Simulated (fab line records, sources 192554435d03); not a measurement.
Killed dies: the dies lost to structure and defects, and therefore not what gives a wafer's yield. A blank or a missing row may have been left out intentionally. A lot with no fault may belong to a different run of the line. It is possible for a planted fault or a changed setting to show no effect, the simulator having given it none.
2 desks, one fault / flow n5-finfet / only its own numbers are on each desk; what lay behind them is given at the end

== FROM THE METROLOGY DESK ==
Means of the sampled wafers that have a number, per lot and without regard to the tool the lot ran on: this is what the gauges read. A lot is out of limits, marked OUT, if its mean lies more than 4 standard deviations from the usual mean; the brackets give that distance. Readings shown: 7 of its 10, picked as those furthest out on some lot.
Columns: A = DIBL_N at N5_BEOL_M4_RC_MEAS_101, usual 36.3 mV/V; B = IOFF_N at N5_BEOL_M4_RC_MEAS_101, usual 0.17 nA/um; C = IOFF_P at N5_BEOL_M4_RC_MEAS_101, usual 0.23 nA/um; D = SS_N at N5_BEOL_M4_RC_MEAS_101, usual 71.6 mV/dec; E = SS_P at N5_BEOL_M4_RC_MEAS_101, usual 73.4 mV/dec; F = VT_N at N5_BEOL_M4_RC_MEAS_101, usual 248 mV; G = VT_P at N5_BEOL_M4_RC_MEAS_101, usual -248.9 mV
lot=L685; first seen here=day 11 04:23; A=38.5; B=0.20; C=0.27; D=72.2; E=74.5; F=248; G=-244.6
lot=L684; first seen here=day 11 08:55; A=35.7; B=0.14; C=0.20; D=71.3; E=72.8; F=252; G=-250.8
lot=L696; first seen here=day 15 20:36; A=36.1; B=0.20; C=0.23; D=71.3; E=73.9; F=247; G=-249.3
lot=L698; first seen here=day 16 15:40; A=36.5; B=0.18; C=0.21; D=71.5; E=73.5; F=248; G=-248.7
This desk's finding: nothing out of limits on any of the 4 lots.

== TOOL OWNER'S DESK, rie-diel-01 ==
The tool's own readings at N5_BEOL_M0_SAQP_HM_OPEN_112 (chemistry CHF3/O2, target SiO2, stops on a-Si, target depth 12 nm, time 13.5 s): means of the sampled wafers that have a number, for each lot that ran on this tool. A lot is out of limits, marked OUT, if its mean lies more than 4 standard deviations from the usual mean; the brackets give that distance.
Columns: A = chamber-pressure-mTorr at N5_BEOL_M0_SAQP_HM_OPEN_112, usual 30.000 mTorr; B = drypump-motor-current-A at N5_BEOL_M0_SAQP_HM_OPEN_112, usual 5.54 A; C = oes-product-au at N5_BEOL_M0_SAQP_HM_OPEN_112, usual 0.52 a.u.; D = rf-vpp-V at N5_BEOL_M0_SAQP_HM_OPEN_112, usual 527 V; E = showerhead-plenum-p-Torr at N5_BEOL_M0_SAQP_HM_OPEN_112, usual 2.43 Torr; F = throttle-valve-pct at N5_BEOL_M0_SAQP_HM_OPEN_112, usual 18.88 %
lot=L684; first seen here=day 7 15:22; A=29.980; B=5.62; C=0.48; D=530; E=2.45; F=19.02
lot=L685; first seen here=day 7 21:06; A=29.977; B=5.64; C=0.48; D=530; E=2.45; F=19.04
lot=L696; first seen here=day 10 20:56; A=29.986; B=5.29; C=0.59; D=532; E=2.51; F=18.61
This desk's finding: nothing out of limits on any of the 3 lots.

== PUT TOGETHER ==
From the metrology desk's view, nothing was out of limits.
The desk of the tool owner found nothing out of limits.

== WHAT WAS PUT IN BY THE SIMULATOR ==
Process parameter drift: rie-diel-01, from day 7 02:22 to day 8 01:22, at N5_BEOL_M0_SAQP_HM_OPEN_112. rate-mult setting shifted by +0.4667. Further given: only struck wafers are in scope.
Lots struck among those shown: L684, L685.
